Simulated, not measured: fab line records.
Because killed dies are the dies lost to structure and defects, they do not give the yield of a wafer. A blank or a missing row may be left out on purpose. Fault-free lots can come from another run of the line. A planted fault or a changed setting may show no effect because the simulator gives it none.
Chamber matching    flow n5 finfet    N5_SDB_STRIP_21 on rie diel-03: 4 sister chambers
The step strips in CF4. 16 wafers are shown with their chamber, then 8 later ones without.

## WAFERS, EACH WITH ITS CHAMBER
wafer   chamber  throttle valve pct (%)  showerhead plenum p Torr (Torr)  oes product au (a.u.)
L077.4  2        13.92                   1.86                             0.71
L077.5  3        13.90                   1.83                             0.67
L077.6  2        13.91                   1.86                             0.72
L078.1  0        13.88                   1.80                             0.69
L078.2  1        13.42                   1.81                             0.87
L078.6  2        13.92                   1.86                             0.71
L080.2  2        13.91                   1.86                             0.72
L080.3  1        13.40                   1.81                             0.86
L080.6  1        13.44                   1.81                             0.86
L081.2  2        13.94                   1.86                             0.71
L081.5  0        13.91                   1.80                             0.68
L081.6  1        13.44                   1.81                             0.85
L088.1  2        13.99                   1.85                             0.69
L088.5  2        13.98                   1.85                             0.70
L088.6  1        13.47                   1.81                             0.83
L091.1  0        13.95                   1.79                             0.66

SIGNATURES (means of the wafers above)
reading                   chamber 0  chamber 1  chamber 2  chamber 3  scatter within a chamber
throttle valve pct        13.9133    13.4340    13.9386    13.9000    0.0315
showerhead plenum p Torr  1.7967     1.8100     1.8571     1.8300     0.00418
oes product au            0.6767     0.8540     0.7086     0.6700     0.0131
Rule: for a wafer and a chamber, the distance is found by dividing, reading by reading, the gap between the wafer's reading and the chamber's mean by the reading's scatter, squaring, summing and taking the root. The wafer belongs to the nearest chamber; if the next one is less than 2 further off, it can't be placed. The scatter is the square root of a quotient: the sum, over the shown wafers, of each reading's squared deviation from its chamber's mean, divided by wafers minus chambers.

## WAFERS WITH NO CHAMBER GIVEN
wafer   throttle valve pct (%)  showerhead plenum p Torr (Torr)  oes product au (a.u.)
L091.2  14.00                   1.85                             0.69
L091.6  13.39                   1.83                             0.90
L094.2  13.39                   1.82                             0.88
L094.3  13.51                   1.80                             0.82
L094.5  13.40                   1.82                             0.87
L097.1  13.39                   1.79                             0.98
L097.4  13.52                   1.80                             0.80
L097.5  13.42                   1.82                             0.87

## WHICH CHAMBER EACH WENT THROUGH
wafer    from the rows above   in truth
L091.2   2                     2
L091.6   1                     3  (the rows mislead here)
L094.2   1                     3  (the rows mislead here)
L094.3   1                     1
L094.5   1                     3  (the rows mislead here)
L097.1   1                     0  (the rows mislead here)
L097.4   1                     1
L097.5   1                     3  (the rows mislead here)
3 of 8 placed correctly. Can't be placed from these rows: 0. Number placed wrongly: 5.
